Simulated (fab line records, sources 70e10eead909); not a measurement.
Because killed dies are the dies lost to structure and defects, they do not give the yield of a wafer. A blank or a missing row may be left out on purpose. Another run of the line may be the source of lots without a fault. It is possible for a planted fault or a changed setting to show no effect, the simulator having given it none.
Chamber matching ; flow nand-harc ; 4 sister chambers for NHARC_A_CONTACT_ETCH_31 on rie-diel-13
The step etches the open film in O2/COS, target depth 2800 nm, time 728 s. 14 wafers are shown with their chamber, then 7 later ones without.

EACH WAFER AND ITS CHAMBER
wafer;chamber;drypump-motor-current-A (A);showerhead-plenum-p-Torr (Torr);rf-vpp-V (V)
L844.1;1;6.2;3.11;314.0
L844.3;3;5.3;3.26;316.8
L844.4;0;6.1;3.15;315.6
L845.3;3;5.3;3.26;316.9
L845.5;2;4.9;3.04;312.7
L845.6;3;5.3;3.26;316.8
L847.3;3;5.3;3.26;316.3
L847.4;0;6.1;3.15;314.3
L847.5;1;6.1;3.11;315.5
L850.4;0;6.1;3.15;314.7
L850.5;2;4.9;3.03;314.0
L850.6;1;6.1;3.10;314.3
L860.2;2;4.9;3.03;313.3
L860.3;0;6.1;3.14;313.7

SIGNATURES (means of the wafers above)
reading;chamber 0;chamber 1;chamber 2;chamber 3;scatter within a chamber
drypump-motor-current-A;6.100;6.133;4.900;5.300;0.0258
showerhead-plenum-p-Torr;3.1475;3.1067;3.0333;3.2600;0.00456
rf-vpp-V;314.575;314.600;313.333;316.700;0.651
Rule: for each reading, subtract the chamber's mean from the wafer's reading, divide by that reading's scatter and square the result; add these up over the readings and take the root, which gives the wafer's distance from the chamber. If the next closest chamber is less than 2 further off than the closest, the wafer can't be placed; otherwise it belongs to the closest. The scatter is the square root of a quotient: the sum, over the shown wafers, of each reading's squared deviation from its chamber's mean, divided by wafers minus chambers.

WAFERS MISSING THEIR CHAMBER
wafer;drypump-motor-current-A (A);showerhead-plenum-p-Torr (Torr);rf-vpp-V (V)
L860.5;4.9;3.03;314.4
L862.3;4.9;3.03;312.8
L862.4;6.1;3.14;314.1
L862.6;4.9;3.03;311.3
L861.3;6.1;3.10;314.5
L861.5;5.3;3.25;316.6
L861.6;6.1;3.14;314.3

THE CHAMBER EACH PASSED THROUGH
wafer;from the rows above;in truth
L860.5;2;2
L862.3;2;2
L862.4;0;0
L862.6;2;2
L861.3;1;1
L861.5;3;3
L861.6;0;0
Placed correctly: 7 of 7. Number that these rows cannot place: 0. Wrongly placed: 0.
